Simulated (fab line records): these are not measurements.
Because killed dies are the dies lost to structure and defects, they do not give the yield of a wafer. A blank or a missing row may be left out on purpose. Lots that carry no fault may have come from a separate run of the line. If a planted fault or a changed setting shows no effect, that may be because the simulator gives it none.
Problem report, 8D (eight disciplines) form, completed by code -- flow n5Finfet -- the parts of the form that need people (team, actions taken, sign-off) are left out

1. THE ISSUE
A mean of 6.21 s is read at N5_BEOL_M2_ETCH_74 for etchRfOnTimeS, taken on 1 wafer of 1 lot, against 5.25 s (standard deviation 0.12) on wafers free of any fault. That is +8.0 standard deviations from the usual mean.
The step: etches underlayer in N2/H2, target depth 6.5 nm, time 5.2 s.
First seen on wafer L464.1, day 10 12:31, on rieDiel-03. The record has a number at this step for 32 wafers belonging to 12 lots. Rule for "out" (also "out of limits"): further than 4 standard deviations from the usual mean. The rest of the wafers with a number are treated as sound.

2. WHAT THIS IS AND IS NOT
question,is,is not
which readings at this step,etchRfOnTimeS,"drypumpMotorCurrentA, oesProductAu, rfVppV, showerheadPlenumPTorr, throttleValvePct"
which lots,L464,"L448, L450, L452, L454, L456, L459, L460, L466, L467, L468, L469"
which wafers of those lots,all that have a number,-
read on which tools,rieDiel-03,"rieDiel-01, rieDiel-05"
when,from day 10 12:31,"up to then (19 sound wafers); but 12 sound wafers of L466, L467, L468, L469 came after"

3. SUSPECTS, AND WHAT RULES EACH OUT
Counting: a tool stays on the suspect list if, at a process step up to the reading, it processed all lots that are out and no sound lot following the first of them.
- pvdSputter-01 at N5_BEOL_M1_ANNEAL_87 (time 240 s): kept. It ran the lot that is out, L464 (day 10 09:09), and no sound lot after that; its last sound lot up to then is L460 (day 9 19:17).
- rieDiel-03 at N5_BEOL_M2_DESCUM_16 (chemistry O2, time 7 s): kept. It ran the lot that is out, L464 (day 10 12:28), and no sound lot after that; its last sound lot up to then is L460 (day 9 22:31).
- rieDiel-03 at N5_BEOL_M2_ETCH_74 (etches underlayer in N2/H2, target depth 6.5 nm, time 5.2 s): kept. It ran the lot that is out, L464 (day 10 12:31), and no sound lot after that; its last sound lot up to then is L460 (day 9 22:32). Its own readings are out on those wafers: etchRfOnTimeS.
After the count, these remain: pvdSputter-01 at N5_BEOL_M1_ANNEAL_87, rieDiel-03 at N5_BEOL_M2_DESCUM_16 and rieDiel-03 at N5_BEOL_M2_ETCH_74.

4. THE CAUSE (what the simulator had put in)
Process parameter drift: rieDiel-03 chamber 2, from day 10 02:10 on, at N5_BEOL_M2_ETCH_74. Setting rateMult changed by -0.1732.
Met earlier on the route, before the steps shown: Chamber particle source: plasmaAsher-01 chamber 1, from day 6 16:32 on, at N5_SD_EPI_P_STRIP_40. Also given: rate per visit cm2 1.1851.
Of the 3 suspects that counting leaves, this tool is one.

5. THE CHAIN OF EFFECTS, in route order
One row per reading whose mean, taken over the struck wafers that have a number, lies over 3 standard deviations from the usual. Scope: only readings with a usual standard deviation given in the record; hours: median across lots of the time from each lot's start at the first step in this table that gives one to its start at this step; sigmas: change in usual standard deviations.
hours,step,reading,usual,on struck wafers,change,sigmas
0,N5_BEOL_M2_ETCH_74,etchRfOnTimeS,5.25 s,6.21,+0.96,+8.0
It contains these process steps:
- N5_BEOL_M2_ETCH_74: etches underlayer in N2/H2, target depth 6.5 nm, time 5.2 s.

6. HOW IT WOULD HAVE BEEN CAUGHT EARLIER
In this record the first reading out of limits was taken at day 10 12:31, 10 hours after the fault began at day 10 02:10.
